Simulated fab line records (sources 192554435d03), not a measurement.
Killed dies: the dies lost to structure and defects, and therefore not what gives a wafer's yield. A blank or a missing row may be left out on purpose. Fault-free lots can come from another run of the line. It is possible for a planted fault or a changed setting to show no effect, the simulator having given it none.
The same fault as seen by 2 desks / flow n5Finfet / every desk sees just its own numbers, and what lay behind them comes last

## THE TOOL OWNER'S DESK: rieDiel-02
The tool's own readings at N5_FIN_SAQP_ETCH_51 (etches SiARC in CF4, target depth 45.5 nm, time 75.8 s): means of the sampled wafers that have a number, for each lot that ran on this tool. A lot is out of limits, marked OUT, if its mean lies more than 4 standard deviations from the usual mean; the brackets give that distance.
Columns: A = drypumpMotorCurrentA at N5_FIN_SAQP_ETCH_51, usual 5.5 A; B = etchRfOnTimeS at N5_FIN_SAQP_ETCH_51, usual 75.3 s; C = oesProductAu at N5_FIN_SAQP_ETCH_51, usual 0.70 a.u.; D = rfVppV at N5_FIN_SAQP_ETCH_51, usual 184.2 V; E = showerheadPlenumPTorr at N5_FIN_SAQP_ETCH_51, usual 2.15 Torr; F = throttleValvePct at N5_FIN_SAQP_ETCH_51, usual 15.53 %
lot=L132; first seen here=day 2 21:47; A=5.5; B=77.3; C=0.63; D=183.3; E=2.10; F=15.77
lot=L134; first seen here=day 3 10:19; A=5.5; B=76.8; C=0.63; D=183.6; E=2.10; F=15.77
lot=L139; first seen here=day 4 16:36; A=5.0; B=91.4 (+10) OUT; C=0.61; D=184.0; E=2.12; F=15.74
lot=L142; first seen here=day 5 10:07; A=5.3; B=86.3 (+6.9) OUT; C=0.64; D=184.5; E=2.16; F=15.62
This desk's finding: out of limits on L139, L142; first on L139, day 4 16:36 (etchRfOnTimeS at N5_FIN_SAQP_ETCH_51). Within limits: L132, L134.

## THE METROLOGY DESK
What the gauges read, lot by lot, whatever tool the lot ran on: means of the sampled wafers that have a number. A lot is out of limits, marked OUT, if its mean lies more than 4 standard deviations from the usual mean; the brackets give that distance.
Columns: A = thkNm at N5_FIN_SAQP_THK_MEAS_07, usual 59.8 nm
lot=L130; first seen here=day 2 10:27; A=59.8
lot=L131; first seen here=day 2 17:41; A=60.3
lot=L132; first seen here=day 2 21:10; A=60.1
lot=L134; first seen here=day 3 09:27; A=59.5
lot=L138; first seen here=day 4 09:25; A=59.8
lot=L139; first seen here=day 4 16:07; A=59.6
lot=L142; first seen here=day 5 09:28; A=60.5
lot=L146; first seen here=day 6 08:47; A=58.9
lot=L148; first seen here=day 6 21:53; A=60.0
lot=L150; first seen here=day 7 12:37; A=60.6
lot=L151; first seen here=day 7 16:28; A=58.8
Finding of this desk: none of the 11 lots has anything out of limits.

## ALL TOGETHER
On L139, L142, at day 4 16:36, an alarm was possible from the tool owner's desk.
At the metrology desk, nothing out of limits was observed.
The metrology desk holds a record of L139, L142, inside its limits.
N5_FIN_SAQP_ETCH_51 was run on rieDiel-02 by each of the lots named.

## WHAT THE SIMULATOR PUT IN
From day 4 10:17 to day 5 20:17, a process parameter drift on rieDiel-02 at N5_FIN_SAQP_ETCH_51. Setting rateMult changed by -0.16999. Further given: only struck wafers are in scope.
Struck lots among those shown: L139, L142.
How many hours passed from the start of the fault until each desk's first out-of-limits reading: the tool owner's desk, 6.
